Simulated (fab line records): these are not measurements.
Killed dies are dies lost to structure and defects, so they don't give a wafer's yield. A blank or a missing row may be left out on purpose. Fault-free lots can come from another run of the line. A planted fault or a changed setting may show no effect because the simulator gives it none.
Problem report, 8D (eight disciplines) form, completed by code    flow nand-harc    the parts of the form that need people (team, actions taken, sign-off) are left out

== 1. THE ISSUE ==
Mean of killed-at-periphery at NHARC_END_SORT_01: 595 across 3 wafers in 2 lots; on wafers with no fault it is 4 (standard deviation 3.1). That is +99 or more standard deviations from the usual mean.
First observed at day 34 13:17: wafer L542.2, on prober-02. The record has a number at this step for 9 wafers belonging to 3 lots. The rule behind "out" and "out of limits": a value lying over 4 standard deviations away from the usual mean. The other wafers with a number count as sound.

== 2. WHAT IT IS AND WHAT IT IS NOT ==
question                     is                                                      is not
which readings at this step  killed-at-periphery, defect-limited-yield, killed-dies  killed-at-array, killed-at-other, killed-open, killed-short
which lots                   L540, L542                                              L531
which wafers of those lots   L540.2, L542.2, L542.3                                  L540.1, L540.4, L542.5
read on which gauges         prober-01, prober-02                                    -
when                         from day 34 13:17                                       up to then (4 sound wafers); but 2 sound wafers of L540, L542 came after

== 3. THE SUSPECTS, EACH WITH WHAT RULES IT OUT ==
Counting: if a tool at a process step up to the reading ran every lot that is out, it stays a suspect. Sound lots after the first of them don't rule it out here, since some wafers of a struck lot are sound.
- the gauge at NHARC_END_SORT_01 is ruled out. 2 gauges (prober-01, prober-02) read the wafers that are out.
- ecd-cu-02 at NHARC_P_BONDPAD_ECD_18 (material Cu, target thk 400 nm): kept. Every lot that is out went through it, the first being L540 (day 15 01:21); the last sound lot it ran before that was L531 (day 11 02:50).
The count leaves ecd-cu-02 at NHARC_P_BONDPAD_ECD_18.

== 4. THE CAUSE (what the simulator had put in) ==
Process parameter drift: ecd-cu-02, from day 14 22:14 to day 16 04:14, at NHARC_P_BONDPAD_ECD_18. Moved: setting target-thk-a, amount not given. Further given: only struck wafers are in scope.
After counting, this tool was the only one left.

== 5. THE CHAIN OF EFFECTS, in route order ==
Each row: a reading whose mean over the struck wafers that have a number lies more than 3 standard deviations from the usual. Scope: only readings with a usual standard deviation given in the record; hours: median across lots of the time from each lot's start at the first step in this table that gives one to its start at this step; sigmas: change in usual standard deviations.
hours  step               reading               usual   on struck wafers  change  sigmas
0      NHARC_END_SORT_01  defect-limited-yield  90.7 %  7.1               -83.6   -28
0      NHARC_END_SORT_01  killed-at-periphery   4       595               +591    +99 or more
0      NHARC_END_SORT_01  killed-dies           63      629               +566    +28

== 6. HOW IT WOULD HAVE BEEN CAUGHT EARLIER ==
Counted from the fault's start at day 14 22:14, it took 471 hours until the first out-of-limits reading at a measuring or inspecting step in this record, taken at day 34 13:17.
By day 34 13:17, every lot that is out (2) had started NHARC_P_BONDPAD_ECD_18 on ecd-cu-02. Had the tool been put on hold then, not one of them would have been saved.
